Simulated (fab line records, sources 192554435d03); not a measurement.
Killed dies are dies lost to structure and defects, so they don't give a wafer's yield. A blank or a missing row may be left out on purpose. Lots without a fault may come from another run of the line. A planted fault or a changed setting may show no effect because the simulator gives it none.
A struck lot beside a sound one | flow n5_finfet | 14 steps out of a route of 1938
Sound: wafers L147.1, L147.4, L147.5. Struck: wafers L157.1, L157.3, L157.5. The cause comes at the end.
At each step with rows: each side's tool, then ch and its chambers, then its first start. Under that, the readings that differ: sound wafers | struck wafers | difference of the means | sigmas: that difference in standard deviations of wafers without a fault.
alike: readings whose means differ by less than 2 such deviations, and words and numbers that are the same on both sides. not compared: withheld readings, readings that some wafer has no value for, bounds like >300 that may hide the same value, and numbers for which the record gives no deviation and whose values overlap.
The two part at a step that has a row with sigmas, a row that says differs or no value, or rows on one side only. Numbers that don't overlap but have no deviation are shown without sigmas and don't part them. A reading that every wafer of one side lacks parts them only if that side has two wafers or more.

N5_BEOL_M11_ETCH_62: etches SOC in N2/H2, target depth 110 nm, overetch 22 nm, time 165 s.
  sound on rie_diel-01 ch 0,3, day 17 07:28; struck on rie_diel-04 ch 0,1,2, day 20 09:59
  alike: drypump_motor_current_A, n2_flow_sccm, oes_product_au, rf_vpp_V, showerhead_plenum_p_Torr, throttle_valve_pct
  not compared: rf_hours_counter_h
then, 1 step without rows for these wafers: N5_BEOL_M11_STRIP_68 (strips in N2/H2).
N5_BEOL_M11_STRIP_67: strips in CF4.
  sound on rie_diel-01 ch 0,3, day 17 07:37; struck on rie_diel-04 ch 0,1,2, day 20 10:07
  alike: drypump_motor_current_A, oes_product_au, rf_vpp_V, showerhead_plenum_p_Torr, throttle_valve_pct
  not compared: rf_hours_counter_h
N5_BEOL_M11_HM_OPEN_17: chemistry Cl2/BCl3, target TiN, target depth 20 nm, overetch 6 nm.
  sound on rie_metal-01 ch 0, day 17 07:40; struck on rie_metal-02 ch 0,1, day 20 11:27
  alike: drypump_motor_current_A, oes_product_au, throttle_valve_pct
  not compared: rf_hours_counter_h
N5_BEOL_M11_STRIP_19: strips in O2.
  sound on rie_diel-04 ch 0,3, day 17 07:52; struck on rie_diel-05 ch 0,1,3, day 20 11:44
  alike: drypump_motor_current_A, oes_product_au, rf_vpp_V, showerhead_plenum_p_Torr, throttle_valve_pct
  not compared: rf_hours_counter_h
N5_BEOL_M11_CD_MEAS_18: pitch 140 nm, target cd 70 nm.
  sound on cd_sem-01, day 17 07:56; struck on cd_sem-01, day 20 11:49
  alike: cd_nm
then, 6 steps without rows for these wafers: N5_BEOL_M11_COAT_63 (time 60 s, resist thk 100 nm); N5_BEOL_M11_COAT_64 (time 60 s, resist thk 30 nm); N5_BEOL_M11_COAT_22 (resist thk 90 nm); N5_BEOL_M11_EBR_24; N5_BEOL_M11_SOFTBAKE_23 (time 60 s); N5_BEOL_M11_EXPOSE_25 (exposes mask V10).
N5_BEOL_M11_PEB_26: peb time 60 s.
  sound on litho_track-04 ch 0, day 17 08:17; struck on litho_track-05, day 20 16:09
  no value came back on the struck wafers for chill_plate_temp_C (C), exhaust_pa (Pa), peb_time_s (s), resist_line_temp_C (C); on the sound wafers chill_plate_temp_C (C) reads 22.88 22.89 23.02
then, 1 step without rows for these wafers: N5_BEOL_M11_DEVELOP_27 (develop time 30 s).

WHERE THEY PART
Only at N5_BEOL_M11_PEB_26, within this record.

WHY: what the simulator had put in
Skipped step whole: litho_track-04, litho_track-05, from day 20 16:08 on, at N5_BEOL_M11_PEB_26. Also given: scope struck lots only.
